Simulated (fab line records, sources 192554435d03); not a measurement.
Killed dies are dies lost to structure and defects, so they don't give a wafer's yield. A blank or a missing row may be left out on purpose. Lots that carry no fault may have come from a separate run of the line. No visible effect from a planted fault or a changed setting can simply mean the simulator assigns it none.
fab line records -- flow n5_finfet
record: lots: 24, wafers: 72, last_day: 18
route steps=1938 shown BEOL_M1@808
lots untouched by any fault: they come from a run of this same line in which no faults occurred
start_h: start of the lot's first displayed wafer, in hours after the record's first day -- wait_h: time in hours since the lot's previous step -- " unchanged from the row above -- L1.1+2: a single row standing in for several wafers -- - either no value or no given start -- * or withheld: withheld -- < > ~ a bound
route shown NAME@n: names a module that has steps shown in the file, with the first one's number in the route -- usual: mean/standard deviation of fault-free wafers -- same: alike in all rows -- chamber/n: place in a boat -- sites: readings site by site -- _std_site: how widely they spread, as a standard deviation -- _edge_site: the outer-site mean with the inner-site mean subtracted -- radius_mm: for every site, how far away it sits from the centre of the wafer -- mask NAME#n: copy n -- behind: the tool/chamber that last shaped the wafer -- hold: why the lot went on hold/how many hours it stayed there/how the hold came to an end -- device: the transistor (n, p or np) that didn't switch -- end of line: tests run on the same wafers once the route is complete -- a step without rows: its recipe alone -- killed: count of dies lost to structure and defects at first sort (not the wafer's yield) -- map: a wafer's dies, x killed, . not, _ none there
set.NAME: the run value of the setting; set.NAME@STEP: its run value at that earlier step -- model.NAME: the simulator's own value behind a step, which no gauge read
steps of the route over a sample of lots; a table a step, a row a wafer
services: the hour from which a tool's chamber was out of use, counted from the record's first day as start_h (under 0 if before that day), plus the number of hours and why
== steps ==
step: N5_BEOL_M1_CD_MEAS_35
recipe: target_cd_nm: 18, target_cd_y_nm: 21, polarity: opening
usual: cd_nm: 18.2/0.4
lot.wafer,tool,chamber,start_h,wait_h,cd_nm
L074.1,cd_sem-02,-,127.25,0.0,17.5
L074.3,cd_sem-02,-,127.25,0.0,18.8
L074.5,cd_sem-02,-,127.25,0.0,18.4
L075.2,cd_sem-01,-,130.13,0.0,18.6
L075.3,cd_sem-01,-,130.13,0.0,18.6
L075.4,cd_sem-01,-,130.13,0.0,18.1
L076.1,cd_sem-01,-,130.49,0.0,18.0
L076.3,cd_sem-01,-,130.49,0.0,18.0
L076.5,cd_sem-01,-,130.49,0.0,18.1
L077.3,cd_sem-02,-,143.57,0.0,17.7
L077.4,cd_sem-02,-,143.57,0.0,18.4
L077.6,cd_sem-02,-,143.57,0.0,18.0
L078.1,cd_sem-03,-,150.48,0.0,17.2
L078.4,cd_sem-03,-,150.48,0.0,17.1
L078.6,cd_sem-03,-,150.48,0.0,17.8
L079.1,cd_sem-01,-,154.56,0.0,17.9
L079.4,cd_sem-01,-,154.56,0.0,18.9
L079.6,cd_sem-01,-,154.56,0.0,18.7
L080.1,cd_sem-03,-,165.48,0.0,18.8
L080.2,cd_sem-03,-,165.48,0.0,18.7
L080.3,cd_sem-03,-,165.48,0.0,18.2
L081.3,cd_sem-03,-,177.98,0.0,17.6
L081.5,cd_sem-03,-,177.98,0.0,18.6
L081.6,cd_sem-03,-,177.98,0.0,18.0
L082.2,cd_sem-01,-,178.48,0.0,18.6
L082.4,cd_sem-01,-,178.48,0.0,19.0
L082.6,cd_sem-01,-,178.48,0.0,18.9
L083.1,cd_sem-01,-,180.61,0.0,18.2
L083.2,cd_sem-01,-,180.61,0.0,17.7
L083.6,cd_sem-01,-,180.61,0.0,17.9
L084.1,cd_sem-03,-,182.53,0.0,19.1
L084.2,cd_sem-03,-,182.53,0.0,18.8
L084.4,cd_sem-03,-,182.53,0.0,18.5
L085.1,cd_sem-03,-,197.70,0.0,17.9
L085.2,cd_sem-03,-,197.70,0.0,18.7
L085.3,cd_sem-03,-,197.70,0.0,18.6
L086.2,cd_sem-02,-,200.40,0.0,18.4
L086.3,cd_sem-02,-,200.40,0.0,18.3
L086.6,cd_sem-02,-,200.40,0.0,18.6
L087.1,cd_sem-02,-,203.45,0.0,17.8
L087.3,cd_sem-02,-,203.45,0.0,18.6
L087.5,cd_sem-02,-,203.45,0.0,18.1
L088.1,cd_sem-02,-,207.91,0.0,17.7
L088.2,cd_sem-02,-,207.91,0.0,18.0
L088.6,cd_sem-02,-,207.91,0.0,17.7
L089.1,cd_sem-01,-,215.15,0.0,18.3
L089.2,cd_sem-01,-,215.15,0.0,18.2
L089.5,cd_sem-01,-,215.15,0.0,18.6
L090.3,cd_sem-01,-,222.49,0.0,18.3
L090.4,cd_sem-01,-,222.49,0.0,18.2
L090.5,cd_sem-01,-,222.49,0.0,18.2
L091.1,cd_sem-02,-,225.63,0.0,17.9
L091.3,cd_sem-02,-,225.63,0.0,17.9
L091.5,cd_sem-02,-,225.63,0.0,18.5
L092.1,cd_sem-02,-,234.23,0.0,18.6
L092.2,cd_sem-02,-,234.23,0.0,18.0
L092.3,cd_sem-02,-,234.23,0.0,17.8
L094.1,cd_sem-02,-,247.33,0.0,17.9
L094.5,cd_sem-02,-,247.33,0.0,18.6
L094.6,cd_sem-02,-,247.33,0.0,18.1
L093.2,cd_sem-03,-,250.25,0.0,18.2
L093.4,cd_sem-03,-,250.25,0.0,17.9
L093.6,cd_sem-03,-,250.25,0.0,18.1
L095.1,cd_sem-03,-,259.70,0.0,18.4
L095.5,cd_sem-03,-,259.70,0.0,17.9
L095.6,cd_sem-03,-,259.70,0.0,17.6
L096.3,cd_sem-01,-,260.07,0.0,17.6
L096.4,cd_sem-01,-,260.07,0.0,18.5
L096.5,cd_sem-01,-,260.07,0.0,18.0
L097.3,cd_sem-02,-,266.94,0.0,18.1
L097.5,cd_sem-02,-,266.94,0.0,17.8
L097.6,cd_sem-02,-,266.94,0.0,18.0
step: N5_BEOL_M1_ANNEAL_49
recipe: temp_c: 400, time_s: 240, ambient: vacuum
usual: heater_power_w: 840/76
lot.wafer,tool,chamber,start_h,wait_h,heater_power_w
L074.1,pvd_sputter-03,-,128.57,0.0,740
L074.3,pvd_sputter-03,-,128.57,0.0,760
L074.5,pvd_sputter-03,-,128.57,0.0,868
L075.2,pvd_sputter-02,-,131.71,0.0,734
L075.3,pvd_sputter-02,-,131.71,0.0,1003
L075.4,pvd_sputter-02,-,131.71,0.0,901
L076.1,pvd_sputter-01,-,133.18,0.0,802
L076.3,pvd_sputter-01,-,133.18,0.0,880
L076.5,pvd_sputter-01,-,133.18,0.0,795
L077.3,pvd_sputter-01,-,144.26,0.0,785
L077.4,pvd_sputter-01,-,144.26,0.0,851
L077.6,pvd_sputter-01,-,144.26,0.0,890
L078.1,pvd_sputter-02,-,152.04,0.0,709
L078.4,pvd_sputter-02,-,152.04,0.0,874
L078.6,pvd_sputter-02,-,152.04,0.0,715
L079.1,pvd_sputter-01,-,155.66,0.0,775
L079.4,pvd_sputter-01,-,155.66,0.0,765
L079.6,pvd_sputter-01,-,155.66,0.0,780
L080.1,pvd_sputter-02,-,166.83,0.0,908
L080.2,pvd_sputter-02,-,166.83,0.0,730
L080.3,pvd_sputter-02,-,166.83,0.0,889
L081.3,pvd_sputter-01,-,179.48,0.0,776
L081.5,pvd_sputter-01,-,179.48,0.0,790
L081.6,pvd_sputter-01,-,179.48,0.0,877
L082.2,pvd_sputter-03,-,180.85,0.0,767
L082.4,pvd_sputter-03,-,180.85,0.0,761
L082.6,pvd_sputter-03,-,180.85,0.0,756
L083.1,pvd_sputter-02,-,182.16,0.0,865
L083.2,pvd_sputter-02,-,182.16,0.0,1015
L083.6,pvd_sputter-02,-,182.16,0.0,706
L084.1,pvd_sputter-03,-,183.61,0.0,887
L084.2,pvd_sputter-03,-,183.61,0.0,792
L084.4,pvd_sputter-03,-,183.61,0.0,773
L085.1,pvd_sputter-02,-,198.57,0.0,891
L085.2,pvd_sputter-02,-,198.57,0.0,730
L085.3,pvd_sputter-02,-,198.57,0.0,877
L086.2,pvd_sputter-02,-,201.33,0.0,718
L086.3,pvd_sputter-02,-,201.33,0.0,865
L086.6,pvd_sputter-02,-,201.33,0.0,1013
L087.1,pvd_sputter-01,-,204.94,0.0,791
L087.3,pvd_sputter-01,-,204.94,0.0,862
L087.5,pvd_sputter-01,-,204.94,0.0,906
L088.1,pvd_sputter-02,-,211.17,0.0,886
L088.2,pvd_sputter-02,-,211.17,0.0,1005
L088.6,pvd_sputter-02,-,211.17,0.0,718
L089.1,pvd_sputter-02,-,216.08,0.0,901
L089.2,pvd_sputter-02,-,216.08,0.0,1015
L089.5,pvd_sputter-02,-,216.08,0.0,888
L090.3,pvd_sputter-03,-,223.24,0.0,768
L090.4,pvd_sputter-03,-,223.24,0.0,891
L090.5,pvd_sputter-03,-,223.24,0.0,800
L091.1,pvd_sputter-03,-,226.79,0.0,868
L091.3,pvd_sputter-03,-,226.79,0.0,754
L091.5,pvd_sputter-03,-,226.79,0.0,768
L092.1,pvd_sputter-01,-,235.58,0.0,780
L092.2,pvd_sputter-01,-,235.58,0.0,875
L092.3,pvd_sputter-01,-,235.58,0.0,778
L094.1,pvd_sputter-02,-,249.91,0.0,998
L094.5,pvd_sputter-02,-,249.91,0.0,884
L094.6,pvd_sputter-02,-,249.91,0.0,726
L093.2,pvd_sputter-01,-,251.74,0.0,869
L093.4,pvd_sputter-01,-,251.74,0.0,904
L093.6,pvd_sputter-01,-,251.74,0.0,783
L095.1,pvd_sputter-03,-,260.60,0.0,867
L095.5,pvd_sputter-03,-,260.60,0.0,887
L095.6,pvd_sputter-03,-,260.60,0.0,773
L096.3,pvd_sputter-01,-,263.20,0.0,782
L096.4,pvd_sputter-01,-,263.20,0.0,848
L096.5,pvd_sputter-01,-,263.20,0.0,876
L097.3,pvd_sputter-01,-,267.82,0.0,800
L097.5,pvd_sputter-01,-,267.82,0.0,861
L097.6,pvd_sputter-01,-,267.82,0.0,879
step: N5_BEOL_M1_ANNEAL_82
recipe: temp_c: 400, time_s: 240, ambient: vacuum
usual: heater_power_w: 838/74
lot.wafer,tool,chamber,start_h,wait_h,heater_power_w
L074.1,pvd_sputter-03,-,129.01,0.0,777
L074.3,pvd_sputter-03,-,129.01,0.0,765
L074.5,pvd_sputter-03,-,129.01,0.0,849
L075.2,pvd_sputter-02,-,132.15,0.0,729
L075.3,pvd_sputter-02,-,132.15,0.0,996
L075.4,pvd_sputter-02,-,132.15,0.0,885
L076.1,pvd_sputter-01,-,133.62,0.0,771
L076.3,pvd_sputter-01,-,133.62,0.0,875
L076.5,pvd_sputter-01,-,133.62,0.0,774
L077.3,pvd_sputter-01,-,144.70,0.0,781
L077.4,pvd_sputter-01,-,144.70,0.0,853
L077.6,pvd_sputter-01,-,144.70,0.0,869
L078.1,pvd_sputter-02,-,152.48,0.0,704
L078.4,pvd_sputter-02,-,152.48,0.0,869
L078.6,pvd_sputter-02,-,152.48,0.0,710
L079.1,pvd_sputter-01,-,156.10,0.0,798
L079.4,pvd_sputter-01,-,156.10,0.0,778
L079.6,pvd_sputter-01,-,156.10,0.0,795
L080.1,pvd_sputter-02,-,167.27,0.0,902
L080.2,pvd_sputter-02,-,167.27,0.0,735
L080.3,pvd_sputter-02,-,167.27,0.0,880
L081.3,pvd_sputter-01,-,179.92,0.0,803
L081.5,pvd_sputter-01,-,179.92,0.0,770
L081.6,pvd_sputter-01,-,179.92,0.0,889
L082.2,pvd_sputter-03,-,181.29,0.0,764
L082.4,pvd_sputter-03,-,181.29,0.0,781
L082.6,pvd_sputter-03,-,181.29,0.0,755
L083.1,pvd_sputter-02,-,182.60,0.0,877
L083.2,pvd_sputter-02,-,182.60,0.0,1009
L083.6,pvd_sputter-02,-,182.60,0.0,729
L084.1,pvd_sputter-03,-,187.32,0.0,864
L084.2,pvd_sputter-03,-,187.32,0.0,765
L084.4,pvd_sputter-03,-,187.32,0.0,788
L085.1,pvd_sputter-02,-,199.01,0.0,929
L085.2,pvd_sputter-02,-,199.01,0.0,725
L085.3,pvd_sputter-02,-,199.01,0.0,866
L086.2,pvd_sputter-02,-,201.77,0.0,708
L086.3,pvd_sputter-02,-,201.77,0.0,879
L086.6,pvd_sputter-02,-,201.77,0.0,996
L087.1,pvd_sputter-01,-,205.38,0.0,786
L087.3,pvd_sputter-01,-,205.38,0.0,859
L087.5,pvd_sputter-01,-,205.38,0.0,865
L088.1,pvd_sputter-02,-,211.61,0.0,884
L088.2,pvd_sputter-02,-,211.61,0.0,1001
L088.6,pvd_sputter-02,-,211.61,0.0,727
L089.1,pvd_sputter-02,-,216.52,0.0,883
L089.2,pvd_sputter-02,-,216.52,0.0,1026
L089.5,pvd_sputter-02,-,216.52,0.0,878
L090.3,pvd_sputter-03,-,223.68,0.0,773
L090.4,pvd_sputter-03,-,223.68,0.0,855
L090.5,pvd_sputter-03,-,223.68,0.0,764
L091.1,pvd_sputter-03,-,227.23,0.0,882
L091.3,pvd_sputter-03,-,227.23,0.0,765
L091.5,pvd_sputter-03,-,227.23,0.0,772
L092.1,pvd_sputter-01,-,236.02,0.0,773
L092.2,pvd_sputter-01,-,236.02,0.0,895
L092.3,pvd_sputter-01,-,236.02,0.0,783
L094.1,pvd_sputter-02,-,250.35,0.0,999
L094.5,pvd_sputter-02,-,250.35,0.0,876
L094.6,pvd_sputter-02,-,250.35,0.0,721
L093.2,pvd_sputter-01,-,252.18,0.0,855
L093.4,pvd_sputter-01,-,252.18,0.0,889
L093.6,pvd_sputter-01,-,252.18,0.0,788
L095.1,pvd_sputter-03,-,261.04,0.0,871
L095.5,pvd_sputter-03,-,261.04,0.0,858
L095.6,pvd_sputter-03,-,261.04,0.0,763
L096.3,pvd_sputter-01,-,263.64,0.0,761
L096.4,pvd_sputter-01,-,263.64,0.0,858
L096.5,pvd_sputter-01,-,263.64,0.0,865
L097.3,pvd_sputter-01,-,268.26,0.0,773
L097.5,pvd_sputter-01,-,268.26,0.0,862
L097.6,pvd_sputter-01,-,268.26,0.0,879
step: N5_BEOL_M1_SPUTTER_86
recipe: material: Cu, target_thk_a: 45, temp_c: -20, chamber_pressure_pa: 0.07, power_w: withheld, time_s: 8.29
usual: throttle_valve_pct: 30.0/1.3
lot.wafer,tool,chamber,start_h,wait_h,throttle_valve_pct
L074.1,pvd_sputter-03,-,129.15,0.1,30.4
L074.3,pvd_sputter-03,-,129.15,0.1,27.0
L074.5,pvd_sputter-03,-,129.15,0.1,29.4
L075.2,pvd_sputter-02,-,132.29,0.1,30.0
L075.3,pvd_sputter-02,-,132.29,0.1,29.8
L075.4,pvd_sputter-02,-,132.29,0.1,32.2
L076.1,pvd_sputter-01,-,133.76,0.1,29.4
L076.3,pvd_sputter-01,-,133.76,0.1,30.2
L076.5,pvd_sputter-01,-,133.76,0.1,29.3
L077.3,pvd_sputter-01,-,144.84,0.1,29.4
L077.4,pvd_sputter-01,-,144.84,0.1,29.4
L077.6,pvd_sputter-01,-,144.84,0.1,29.6
L078.1,pvd_sputter-02,-,152.62,0.1,30.0
L078.4,pvd_sputter-02,-,152.62,0.1,31.1
L078.6,pvd_sputter-02,-,152.62,0.1,29.7
L079.1,pvd_sputter-01,-,156.24,0.1,30.9
L079.4,pvd_sputter-01,-,156.24,0.1,29.3
L079.6,pvd_sputter-01,-,156.24,0.1,30.8
L080.1,pvd_sputter-02,-,167.41,0.1,32.3
L080.2,pvd_sputter-02,-,167.41,0.1,30.1
L080.3,pvd_sputter-02,-,167.41,0.1,30.9
L081.3,pvd_sputter-01,-,180.06,0.1,29.3
L081.5,pvd_sputter-01,-,180.06,0.1,30.9
L081.6,pvd_sputter-01,-,180.06,0.1,30.0
L082.2,pvd_sputter-03,-,181.43,0.1,26.8
L082.4,pvd_sputter-03,-,181.43,0.1,30.4
L082.6,pvd_sputter-03,-,181.43,0.1,26.7
L083.1,pvd_sputter-02,-,182.74,0.1,31.1
L083.2,pvd_sputter-02,-,182.74,0.1,29.7
L083.6,pvd_sputter-02,-,182.74,0.1,30.1
L084.1,pvd_sputter-03,-,187.46,0.1,29.4
L084.2,pvd_sputter-03,-,187.46,0.1,27.0
L084.4,pvd_sputter-03,-,187.46,0.1,29.9
L085.1,pvd_sputter-02,-,199.15,0.1,32.4
L085.2,pvd_sputter-02,-,199.15,0.1,29.9
L085.3,pvd_sputter-02,-,199.15,0.1,31.0
L086.2,pvd_sputter-02,-,201.91,0.1,30.0
L086.3,pvd_sputter-02,-,201.91,0.1,30.9
L086.6,pvd_sputter-02,-,201.91,0.1,29.9
L087.1,pvd_sputter-01,-,205.52,0.1,29.3
L087.3,pvd_sputter-01,-,205.52,0.1,29.4
L087.5,pvd_sputter-01,-,205.52,0.1,30.2
L088.1,pvd_sputter-02,-,211.75,0.1,31.0
L088.2,pvd_sputter-02,-,211.75,0.1,30.2
L088.6,pvd_sputter-02,-,211.75,0.1,29.8
L089.1,pvd_sputter-02,-,216.66,0.1,32.1
L089.2,pvd_sputter-02,-,216.66,0.1,29.8
L089.5,pvd_sputter-02,-,216.66,0.1,31.3
L090.3,pvd_sputter-03,-,223.82,0.1,26.8
L090.4,pvd_sputter-03,-,223.82,0.1,28.3
L090.5,pvd_sputter-03,-,223.82,0.1,30.5
L091.1,pvd_sputter-03,-,227.37,0.1,29.5
L091.3,pvd_sputter-03,-,227.37,0.1,26.9
L091.5,pvd_sputter-03,-,227.37,0.1,27.0
L092.1,pvd_sputter-01,-,236.16,0.1,29.3
L092.2,pvd_sputter-01,-,236.16,0.1,30.3
L092.3,pvd_sputter-01,-,236.16,0.1,31.2
L094.1,pvd_sputter-02,-,250.49,0.1,30.0
L094.5,pvd_sputter-02,-,250.49,0.1,32.4
L094.6,pvd_sputter-02,-,250.49,0.1,30.0
L093.2,pvd_sputter-01,-,252.32,0.1,29.5
L093.4,pvd_sputter-01,-,252.32,0.1,30.2
L093.6,pvd_sputter-01,-,252.32,0.1,29.4
L095.1,pvd_sputter-03,-,261.18,0.1,28.1
L095.5,pvd_sputter-03,-,261.18,0.1,29.3
L095.6,pvd_sputter-03,-,261.18,0.1,26.9
L096.3,pvd_sputter-01,-,263.78,0.1,29.4
L096.4,pvd_sputter-01,-,263.78,0.1,29.5
L096.5,pvd_sputter-01,-,263.78,0.1,29.6
L097.3,pvd_sputter-01,-,268.40,0.1,31.3
L097.5,pvd_sputter-01,-,268.40,0.1,29.6
L097.6,pvd_sputter-01,-,268.40,0.1,30.2
step: N5_BEOL_M1_ANNEAL_87
recipe: temp_c: 400, time_s: 240, ambient: vacuum
usual: heater_power_w: 838/75
lot.wafer,tool,chamber,start_h,wait_h,heater_power_w
L074.1,pvd_sputter-03,-,129.23,0.0,800
L074.3,pvd_sputter-03,-,129.23,0.0,736
L074.5,pvd_sputter-03,-,129.23,0.0,875
L075.2,pvd_sputter-02,-,132.37,0.0,714
L075.3,pvd_sputter-02,-,132.37,0.0,988
L075.4,pvd_sputter-02,-,132.37,0.0,909
L076.1,pvd_sputter-01,-,133.84,0.0,775
L076.3,pvd_sputter-01,-,133.84,0.0,876
L076.5,pvd_sputter-01,-,133.84,0.0,794
L077.3,pvd_sputter-01,-,144.92,0.0,800
L077.4,pvd_sputter-01,-,144.92,0.0,872
L077.6,pvd_sputter-01,-,144.92,0.0,866
L078.1,pvd_sputter-02,-,152.70,0.0,726
L078.4,pvd_sputter-02,-,152.70,0.0,872
L078.6,pvd_sputter-02,-,152.70,0.0,711
L079.1,pvd_sputter-01,-,156.32,0.0,789
L079.4,pvd_sputter-01,-,156.32,0.0,765
L079.6,pvd_sputter-01,-,156.32,0.0,777
L080.1,pvd_sputter-02,-,167.49,0.0,913
L080.2,pvd_sputter-02,-,167.49,0.0,739
L080.3,pvd_sputter-02,-,167.49,0.0,875
L081.3,pvd_sputter-01,-,180.14,0.0,769
L081.5,pvd_sputter-01,-,180.14,0.0,789
L081.6,pvd_sputter-01,-,180.14,0.0,890
L082.2,pvd_sputter-03,-,181.51,0.0,787
L082.4,pvd_sputter-03,-,181.51,0.0,790
L082.6,pvd_sputter-03,-,181.51,0.0,782
L083.1,pvd_sputter-02,-,182.82,0.0,877
L083.2,pvd_sputter-02,-,182.82,0.0,1006
L083.6,pvd_sputter-02,-,182.82,0.0,728
L084.1,pvd_sputter-03,-,187.54,0.0,896
L084.2,pvd_sputter-03,-,187.54,0.0,783
L084.4,pvd_sputter-03,-,187.54,0.0,763
L085.1,pvd_sputter-02,-,199.23,0.0,915
L085.2,pvd_sputter-02,-,199.23,0.0,725
L085.3,pvd_sputter-02,-,199.23,0.0,895
L086.2,pvd_sputter-02,-,201.99,0.0,734
L086.3,pvd_sputter-02,-,201.99,0.0,849
L086.6,pvd_sputter-02,-,201.99,0.0,1019
L087.1,pvd_sputter-01,-,205.60,0.0,770
L087.3,pvd_sputter-01,-,205.60,0.0,859
L087.5,pvd_sputter-01,-,205.60,0.0,879
L088.1,pvd_sputter-02,-,211.83,0.0,870
L088.2,pvd_sputter-02,-,211.83,0.0,1006
L088.6,pvd_sputter-02,-,211.83,0.0,696
L089.1,pvd_sputter-02,-,216.74,0.0,881
L089.2,pvd_sputter-02,-,216.74,0.0,996
L089.5,pvd_sputter-02,-,216.74,0.0,876
L090.3,pvd_sputter-03,-,223.90,0.0,774
L090.4,pvd_sputter-03,-,223.90,0.0,855
L090.5,pvd_sputter-03,-,223.90,0.0,780
L091.1,pvd_sputter-03,-,227.45,0.0,860
L091.3,pvd_sputter-03,-,227.45,0.0,764
L091.5,pvd_sputter-03,-,227.45,0.0,771
L092.1,pvd_sputter-01,-,236.24,0.0,799
L092.2,pvd_sputter-01,-,236.24,0.0,899
L092.3,pvd_sputter-01,-,236.24,0.0,800
L094.1,pvd_sputter-02,-,250.57,0.0,998
L094.5,pvd_sputter-02,-,250.57,0.0,900
L094.6,pvd_sputter-02,-,250.57,0.0,701
L093.2,pvd_sputter-01,-,252.40,0.0,851
L093.4,pvd_sputter-01,-,252.40,0.0,886
L093.6,pvd_sputter-01,-,252.40,0.0,804
L095.1,pvd_sputter-03,-,261.26,0.0,863
L095.5,pvd_sputter-03,-,261.26,0.0,865
L095.6,pvd_sputter-03,-,261.26,0.0,755
L096.3,pvd_sputter-01,-,263.86,0.0,785
L096.4,pvd_sputter-01,-,263.86,0.0,863
L096.5,pvd_sputter-01,-,263.86,0.0,860
L097.3,pvd_sputter-01,-,268.48,0.0,778
L097.5,pvd_sputter-01,-,268.48,0.0,870
L097.6,pvd_sputter-01,-,268.48,0.0,899
step: N5_BEOL_M1_ANNEAL_93
recipe: temp_c: 400, time_s: 240, ambient: vacuum
usual: heater_power_w: 840/77
lot.wafer,tool,chamber,start_h,wait_h,heater_power_w
L074.1,pvd_sputter-03,-,129.89,0.0,788
L074.3,pvd_sputter-03,-,129.89,0.0,757
L074.5,pvd_sputter-03,-,129.89,0.0,888
L075.2,pvd_sputter-02,-,133.03,0.0,729
L075.3,pvd_sputter-02,-,133.03,0.0,1025
L075.4,pvd_sputter-02,-,133.03,0.0,911
L076.1,pvd_sputter-01,-,134.50,0.0,790
L076.3,pvd_sputter-01,-,134.50,0.0,897
L076.5,pvd_sputter-01,-,134.50,0.0,803
L077.3,pvd_sputter-01,-,145.58,0.0,779
L077.4,pvd_sputter-01,-,145.58,0.0,869
L077.6,pvd_sputter-01,-,145.58,0.0,868
L078.1,pvd_sputter-02,-,153.36,0.0,723
L078.4,pvd_sputter-02,-,153.36,0.0,857
L078.6,pvd_sputter-02,-,153.36,0.0,705
L079.1,pvd_sputter-01,-,156.98,0.0,774
L079.4,pvd_sputter-01,-,156.98,0.0,780
L079.6,pvd_sputter-01,-,156.98,0.0,797
L080.1,pvd_sputter-02,-,168.15,0.0,907
L080.2,pvd_sputter-02,-,168.15,0.0,715
L080.3,pvd_sputter-02,-,168.15,0.0,879
L081.3,pvd_sputter-01,-,180.80,0.0,795
L081.5,pvd_sputter-01,-,180.80,0.0,771
L081.6,pvd_sputter-01,-,180.80,0.0,883
L082.2,pvd_sputter-03,-,182.17,0.0,773
L082.4,pvd_sputter-03,-,182.17,0.0,777
L082.6,pvd_sputter-03,-,182.17,0.0,751
L083.1,pvd_sputter-02,-,183.48,0.0,864
L083.2,pvd_sputter-02,-,183.48,0.0,1016
L083.6,pvd_sputter-02,-,183.48,0.0,731
L084.1,pvd_sputter-03,-,188.20,0.0,867
L084.2,pvd_sputter-03,-,188.20,0.0,771
L084.4,pvd_sputter-03,-,188.20,0.0,774
L085.1,pvd_sputter-02,-,199.89,0.0,913
L085.2,pvd_sputter-02,-,199.89,0.0,722
L085.3,pvd_sputter-02,-,199.89,0.0,876
L086.2,pvd_sputter-02,-,202.65,0.0,726
L086.3,pvd_sputter-02,-,202.65,0.0,862
L086.6,pvd_sputter-02,-,202.65,0.0,1007
L087.1,pvd_sputter-01,-,206.26,0.0,782
L087.3,pvd_sputter-01,-,206.26,0.0,857
L087.5,pvd_sputter-01,-,206.26,0.0,893
L088.1,pvd_sputter-02,-,212.49,0.0,860
L088.2,pvd_sputter-02,-,212.49,0.0,996
L088.6,pvd_sputter-02,-,212.49,0.0,728
L089.1,pvd_sputter-02,-,217.40,0.0,899
L089.2,pvd_sputter-02,-,217.40,0.0,1002
L089.5,pvd_sputter-02,-,217.40,0.0,885
L090.3,pvd_sputter-03,-,224.56,0.0,785
L090.4,pvd_sputter-03,-,224.56,0.0,848
L090.5,pvd_sputter-03,-,224.56,0.0,767
L091.1,pvd_sputter-03,-,228.11,0.0,887
L091.3,pvd_sputter-03,-,228.11,0.0,758
L091.5,pvd_sputter-03,-,228.11,0.0,783
L092.1,pvd_sputter-01,-,236.90,0.0,779
L092.2,pvd_sputter-01,-,236.90,0.0,911
L092.3,pvd_sputter-01,-,236.90,0.0,782
L094.1,pvd_sputter-02,-,251.23,0.0,1008
L094.5,pvd_sputter-02,-,251.23,0.0,920
L094.6,pvd_sputter-02,-,251.23,0.0,708
L093.2,pvd_sputter-01,-,253.06,0.0,857
L093.4,pvd_sputter-01,-,253.06,0.0,876
L093.6,pvd_sputter-01,-,253.06,0.0,780
L095.1,pvd_sputter-03,-,261.92,0.0,861
L095.5,pvd_sputter-03,-,261.92,0.0,887
L095.6,pvd_sputter-03,-,261.92,0.0,774
L096.3,pvd_sputter-01,-,264.52,0.0,772
L096.4,pvd_sputter-01,-,264.52,0.0,864
L096.5,pvd_sputter-01,-,264.52,0.0,856
L097.3,pvd_sputter-01,-,269.14,0.0,790
L097.5,pvd_sputter-01,-,269.14,0.0,864
L097.6,pvd_sputter-01,-,269.14,0.0,878
== services ==
tool,chamber,start_h,hours,kind
pvd_sputter-02,-,123.02,3.6,repair
== key ==
fault none
